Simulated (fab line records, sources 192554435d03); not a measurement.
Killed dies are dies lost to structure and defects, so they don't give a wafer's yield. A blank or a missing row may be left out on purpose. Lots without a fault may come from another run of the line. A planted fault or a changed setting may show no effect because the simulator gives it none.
Which tool did it? | flow n5_finfet | 12 lots, 34 wafers sampled, at 3 steps of a route of 1938

WHAT THE GAUGES READ, wafer by wafer
N5_BEOL_M15_OVL_MEAS_11.
lot  | measured     | on         | V14_OVL (nm)
L330 | day 10 17:59 | overlay-01 | -3 3 -2
L331 | day 11 17:01 | overlay-01 | -11 -7 1
L333 | day 12 00:12 | overlay-01 | 2 1 2
L334 | day 12 12:38 | overlay-02 | -1 -5 -7
L335 | day 12 15:16 | overlay-01 | 4 -3 2
L339 | day 13 02:49 | overlay-01 | -8 -4 -5
L340 | day 13 14:19 | overlay-01 | 0 2 -7
L341 | day 13 20:05 | overlay-01 | 3 -2 5
L342 | day 13 20:32 | overlay-02 | -13 -5
L345 | day 15 06:01 | overlay-02 | -6 -6
L349 | day 16 03:12 | overlay-02 | -10 -10 0
L353 | day 17 07:03 | overlay-01 | -4 -5 -8

N5_BEOL_M15_CD_MEAS_17: target cd 360 nm.
lot  | measured     | on        | cd_nm (nm)
L330 | day 10 18:55 | cd_sem-01 | 361.5 362.1 363.5
L331 | day 11 17:43 | cd_sem-02 | 359.6 363.3 362.3
L333 | day 12 00:46 | cd_sem-03 | 361.8 355.7 360.8
L334 | day 12 13:12 | cd_sem-03 | 359.4 361.1 358.7
L335 | day 12 15:57 | cd_sem-03 | 359.3 356.8 357.7
L339 | day 13 03:22 | cd_sem-03 | 357.3 355.6 358.8
L340 | day 13 14:53 | cd_sem-01 | 358.2 358.5 359.2
L341 | day 13 20:39 | cd_sem-03 | 358.2 353.6 358.7
L342 | day 13 21:07 | cd_sem-01 | 362.4 357.6
L345 | day 15 06:35 | cd_sem-02 | 363.9 359.1
L349 | day 16 03:46 | cd_sem-02 | 364.5 363.0 360.9
L353 | day 17 07:42 | cd_sem-02 | 364.9 364.3 355.4

N5_BEOL_M15_INSPECT_30: inspects for defects (macro).
lot  | measured     | on                | raw_defect_count
L330 | day 10 19:57 | defect_inspect-02 | 3 2 0
L331 | day 11 18:38 | defect_inspect-02 | 4 2 1
L333 | day 12 01:49 | defect_inspect-01 | 2 3 1
L334 | day 12 14:08 | defect_inspect-02 | 2 5 3
L335 | day 12 17:01 | defect_inspect-01 | 5 0 0
L339 | day 13 04:25 | defect_inspect-02 | 1 0 2
L340 | day 13 15:56 | defect_inspect-02 | 3 2 3
L341 | day 13 21:35 | defect_inspect-01 | 4 2 1
L342 | day 13 22:04 | defect_inspect-02 | 1 2
L345 | day 15 07:31 | defect_inspect-01 | 2 4
L349 | day 16 04:49 | defect_inspect-01 | 2 1 3
L353 | day 17 08:37 | defect_inspect-02 | 0 2 3

WHICH TOOL RAN EACH LOT (tool, then ch and the chambers of the sampled wafers, then the start)
The record holds no process step before these readings.

WHAT THE TOOLS THEMSELVES READ (means of the sampled wafers that have a number; where no wafer has one, the mark that the record gives instead)
The record holds no such reading with a usual standard deviation.

THE ANSWER, worked out from the rows above alone
Rule: what is usual is taken from the lots themselves. Put in order of their means at a reading, lots are off if they are a third of the lots or fewer, leave a main group of 4 or more, and stand apart from it by a gap of 3 or more times the standard deviation of the main group's means; of several such gaps the widest counts. A main group whose means are all the same, to the digits that the tables above print for the reading, isn't used. A lot without any number at a reading at which 4 lots or more have one is off too. The other lots that the step has rows for count as sound. The gauges are gone through in route order, then the tools' own readings, and for those a lot's mean is taken as printed above. The first step at which some lot is off is used, and at that step the reading that is off furthest; a lot without a number counts as furthest.
No lot is off at any reading shown: from this, nothing can be told.

WHAT THE SIMULATOR HAD PUT IN
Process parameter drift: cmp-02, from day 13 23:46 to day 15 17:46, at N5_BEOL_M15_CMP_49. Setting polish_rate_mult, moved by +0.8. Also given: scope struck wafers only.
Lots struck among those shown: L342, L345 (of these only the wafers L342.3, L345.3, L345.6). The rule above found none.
